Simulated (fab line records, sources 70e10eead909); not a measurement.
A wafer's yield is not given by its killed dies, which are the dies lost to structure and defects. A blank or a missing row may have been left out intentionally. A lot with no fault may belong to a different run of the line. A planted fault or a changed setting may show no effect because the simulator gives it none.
Chamber matching | flow nandHarc | NHARC_A_CHANNEL_FILL_D1_ALD_02 on aldHk-02 has 4 sister chambers
The step deposits SiO2, target thk 6 nm, pulse time 10 s, ald cycles 60. 4 wafers are shown with their chamber, then 7 later ones without.

## WAFERS, EACH WITH ITS CHAMBER
wafer  | chamber | heaterPowerW (W)
L583.1 | 0       | 415
L583.4 | 3       | 527
L582.1 | 1       | 433
L582.3 | 2       | 589

## WAFERS WITHOUT THEIR CHAMBER
wafer  | heaterPowerW (W)
L582.5 | 590
L584.2 | 401
L584.3 | 536
L584.4 | 604
L586.2 | 619
L586.4 | 497
L586.5 | 439

## CHAMBER TAKEN BY EACH
wafer  | from the rows above     | in truth
L582.5 | 2                       | 2
L584.2 | can't be placed: 0 or 1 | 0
L584.3 | 3                       | 3
L584.4 | 2                       | 2
L586.2 | 2                       | 2
L586.4 | can't be placed: 3 or 1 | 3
L586.5 | can't be placed: 1 or 0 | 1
4 of 7 placed correctly. Unplaceable from these rows: 3, with the true chamber sitting among the candidates in 3. Wrongly placed: 0.
How it was worked out, from the rows above alone: a wafer's distance from a chamber is the root of the sum, over the readings, of the square of ((its reading less the chamber's mean) divided by the reading's scatter). If the next closest chamber is less than 2 further off than the closest, the wafer can't be placed; otherwise it belongs to the closest. The mean given for a chamber averages the wafers shown for that chamber. The scatter: with one shown wafer a chamber, the root of the mean of the squares of how far each hidden wafer lies from its nearest shown one.
